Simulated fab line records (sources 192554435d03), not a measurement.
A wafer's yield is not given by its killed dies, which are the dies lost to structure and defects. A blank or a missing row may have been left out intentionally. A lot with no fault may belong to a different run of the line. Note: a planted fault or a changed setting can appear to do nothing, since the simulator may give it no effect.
Matching of chambers / flow n5 finfet / 4 sister chambers for N5_FIN_SAQP_DESCUM_21 on rie diel-05
The step chemistry O2, time 7.9 s. 4 wafers are shown with their chamber, then 7 later ones without.

WAFERS, EACH WITH ITS CHAMBER
wafer=L077.2; chamber=1; showerhead plenum p Torr (Torr)=2.20
wafer=L079.6; chamber=0; showerhead plenum p Torr (Torr)=1.98
wafer=L082.1; chamber=2; showerhead plenum p Torr (Torr)=2.15
wafer=L082.4; chamber=3; showerhead plenum p Torr (Torr)=2.08

WAFERS WHOSE CHAMBER IS MISSING
wafer=L082.6; showerhead plenum p Torr (Torr)=1.98
wafer=L088.2; showerhead plenum p Torr (Torr)=1.97
wafer=L088.5; showerhead plenum p Torr (Torr)=1.97
wafer=L088.6; showerhead plenum p Torr (Torr)=2.19
wafer=L089.1; showerhead plenum p Torr (Torr)=2.07
wafer=L089.4; showerhead plenum p Torr (Torr)=2.19
wafer=L089.6; showerhead plenum p Torr (Torr)=2.07

CHAMBER TAKEN BY EACH
wafer=L082.6; from the rows above=0; in truth=0
wafer=L088.2; from the rows above=0; in truth=0
wafer=L088.5; from the rows above=0; in truth=0
wafer=L088.6; from the rows above=1; in truth=1
wafer=L089.1; from the rows above=3; in truth=3
wafer=L089.4; from the rows above=1; in truth=1
wafer=L089.6; from the rows above=3; in truth=3
Placed correctly: 7 of 7. Not placeable from these rows: 0. 0 placed wrongly.
How it was worked out, from the rows above alone: a wafer's distance from a chamber is the root of the sum, over the readings, of the square of ((its reading less the chamber's mean) divided by the reading's scatter). If the next closest chamber is less than 2 further off than the closest, the wafer can't be placed; otherwise it belongs to the closest. For every chamber, the mean is computed from those of its wafers that are shown. The scatter (one wafer shown for each chamber): square how far every hidden wafer sits from the nearest shown wafer, average those squares and take the square root.
